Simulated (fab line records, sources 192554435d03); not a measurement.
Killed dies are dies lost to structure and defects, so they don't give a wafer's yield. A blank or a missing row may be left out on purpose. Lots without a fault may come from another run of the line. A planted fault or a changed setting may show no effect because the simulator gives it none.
Chamber matching | flow n5_finfet | N5_BEOL_M7_STRIP_67 on rie_diel-03: 4 sister chambers
The step strips in CF4. 4 wafers are shown with their chamber, then 9 later ones without.

WAFERS WITH THEIR CHAMBER
wafer  | chamber | showerhead_plenum_p_Torr (Torr)
L550.1 | 2       | 1.84
L550.4 | 3       | 1.86
L551.1 | 1       | 1.80
L551.5 | 0       | 1.75

WAFERS WITHOUT THEIR CHAMBER
wafer  | showerhead_plenum_p_Torr (Torr)
L552.2 | 1.84
L552.5 | 1.75
L552.6 | 1.80
L554.2 | 1.75
L554.3 | 1.80
L554.5 | 1.84
L555.1 | 1.85
L555.5 | 1.80
L555.6 | 1.84

WHICH CHAMBER EACH WENT THROUGH
wafer  | from the rows above     | in truth
L552.2 | 2                       | 2
L552.5 | 0                       | 0
L552.6 | 1                       | 1
L554.2 | 0                       | 0
L554.3 | 1                       | 1
L554.5 | 2                       | 2
L555.1 | can't be placed: 2 or 3 | 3
L555.5 | 1                       | 1
L555.6 | 2                       | 2
Placed correctly: 8 of 9. Can't be placed from these rows: 1 (the true chamber is among the candidates in 1). Placed wrongly: 0.
How it was worked out, from the rows above alone: a wafer's distance from a chamber is the root of the sum, over the readings, of the square of ((its reading less the chamber's mean) divided by the reading's scatter). The wafer belongs to the nearest chamber; if the next one is less than 2 further off, it can't be placed. A chamber's mean is the mean of its shown wafers. The scatter: with one shown wafer a chamber, the root of the mean of the squares of how far each hidden wafer lies from its nearest shown one.
